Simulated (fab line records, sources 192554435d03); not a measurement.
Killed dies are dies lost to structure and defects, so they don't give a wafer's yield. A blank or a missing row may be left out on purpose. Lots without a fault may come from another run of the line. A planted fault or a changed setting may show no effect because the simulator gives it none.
Chamber matching | flow n5_finfet | N5_BEOL_M1_VIA_ETCH_34 on rie_diel-04: 4 sister chambers
The step etches the open film in C4F6/O2, target depth 67.8 nm, time 64.4 s. 4 wafers are shown with their chamber, then 7 later ones without.

WAFERS WITH THEIR CHAMBER
wafer  | chamber | rf_vpp_V (V)
L082.5 | 3       | 655
L086.2 | 1       | 667
L095.1 | 2       | 650
L095.2 | 0       | 686

WAFERS WITHOUT THEIR CHAMBER
wafer  | rf_vpp_V (V)
L095.5 | 650
L096.1 | 666
L096.3 | 655
L096.4 | 650
L097.1 | 683
L097.2 | 656
L097.5 | 657

WHICH CHAMBER EACH WENT THROUGH
wafer  | from the rows above | in truth
L095.5 | 2                   | 2
L096.1 | 1                   | 1
L096.3 | 3                   | 3
L096.4 | 2                   | 2
L097.1 | 0                   | 0
L097.2 | 3                   | 3
L097.5 | 3                   | 3
Placed correctly: 7 of 7. Can't be placed from these rows: 0. Placed wrongly: 0.
How it was worked out, from the rows above alone: a wafer's distance from a chamber is the root of the sum, over the readings, of the square of ((its reading less the chamber's mean) divided by the reading's scatter). The wafer belongs to the nearest chamber; if the next one is less than 2 further off, it can't be placed. A chamber's mean is the mean of its shown wafers. The scatter: with one shown wafer a chamber, the root of the mean of the squares of how far each hidden wafer lies from its nearest shown one.
